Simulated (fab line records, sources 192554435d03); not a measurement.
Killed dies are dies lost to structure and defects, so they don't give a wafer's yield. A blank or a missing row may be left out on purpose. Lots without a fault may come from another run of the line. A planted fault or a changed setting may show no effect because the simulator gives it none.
A struck lot beside a sound one | flow n5_finfet | 17 steps out of a route of 1938
Sound: wafers L953.1, L953.3, L953.5. Struck: wafer L966.5. (L966.1 of the same lot was not struck and is left out.) The cause comes at the end.
At each step with rows: each side's tool, then ch and its chambers, then its first start. Under that, the readings that differ: sound wafers | struck wafers | difference of the means | sigmas: that difference in standard deviations of wafers without a fault.
alike: readings whose means differ by less than 2 such deviations, and words and numbers that are the same on both sides. not compared: withheld readings, readings that some wafer has no value for, bounds like >300 that may hide the same value, and numbers for which the record gives no deviation and whose values overlap.
The two part at a step that has a row with sigmas, a row that says differs or no value, or rows on one side only. Numbers that don't overlap but have no deviation are shown without sigmas and don't part them. A reading that every wafer of one side lacks parts them only if that side has two wafers or more.

N5_PASSIVATION_ETCH_59: etches TaN in Cl2/BCl3, target depth 65 nm, time 34.9 s.
  sound on rie_metal-02 ch 0,1, day 13 07:30; struck on rie_metal-01 ch 0, day 16 08:38
  alike: drypump_motor_current_A, mfc_cl2_sccm, oes_product_au, rf_fwd_power_W, throttle_valve_pct
  not compared: rf_hours_counter_h
N5_PASSIVATION_STRIP_34: strips in O2.
  sound on rie_diel-02 ch 0,1,2, day 13 07:37; struck on rie_diel-01 ch 1, day 16 08:58
  alike: drypump_motor_current_A, oes_product_au, rf_vpp_V, showerhead_plenum_p_Torr, throttle_valve_pct
  not compared: rf_hours_counter_h
then, 4 steps without rows for these wafers: N5_PASSIVATION_STRIP_51 (strips in post etch residue remover, time 1200 s); N5_PASSIVATION_CLEAN_69 (cleans in IPA, time 180 s); N5_PASSIVATION_SRD_70 (time 30 s); N5_PASSIVATION_PECVD_53 (deposits SiO2 from TEOS/O2, target thk 800 nm, time 169.4 s).
N5_PASSIVATION_PECVD_35: deposits SiNx from SiH4/NH3/N2, target thk 700 nm, time 151.3 s.
  sound on pecvd-01 ch 0,1,2, day 13 08:13; struck on pecvd-01 ch 1, day 16 09:34
  alike: heater_power_outer_w, heater_power_w, rf_fwd_power_W, showerhead_plenum_p_Torr, throttle_valve_pct
then, 5 steps without rows for these wafers: N5_PASSIVATION_HMDS_37 (time 60 s); N5_PASSIVATION_COAT_38; N5_PASSIVATION_EBR_40; N5_PASSIVATION_SOFTBAKE_39 (time 120 s); N5_PASSIVATION_EXPOSE_41 (exposes mask PASS OPEN, defocus 0 nm, target cd 40000 nm).
N5_PASSIVATION_PEB_42:
  sound on litho_track-01 ch 0, day 13 08:40; struck on litho_track-01 ch 0, day 16 10:01
then, 2 steps without rows for these wafers: N5_PASSIVATION_DEVELOP_43 (develop time 60 s); N5_PASSIVATION_HARDBAKE_45 (time 120 s).
N5_PASSIVATION_CD_MEAS_44: target cd 40000 nm.
  sound on cd_sem-02 ch 0, day 13 08:47; struck on cd_sem-02 ch 0, day 16 10:08
  reading    | sound             | struck | difference | sigmas
  cd_nm (nm) | 39997 39997 39998 | 39977  | -20        | -6
N5_PASSIVATION_OVL_MEAS_66:
  sound on overlay-01 ch 0, day 13 08:49; struck on overlay-02 ch 0, day 16 10:10
  alike: PASS_OPEN_OVL

WHERE THEY PART
Only at N5_PASSIVATION_CD_MEAS_44, within this record. Later steps at which nothing parts them and some readings are alike: N5_PASSIVATION_OVL_MEAS_66.

WHY: what the simulator had put in
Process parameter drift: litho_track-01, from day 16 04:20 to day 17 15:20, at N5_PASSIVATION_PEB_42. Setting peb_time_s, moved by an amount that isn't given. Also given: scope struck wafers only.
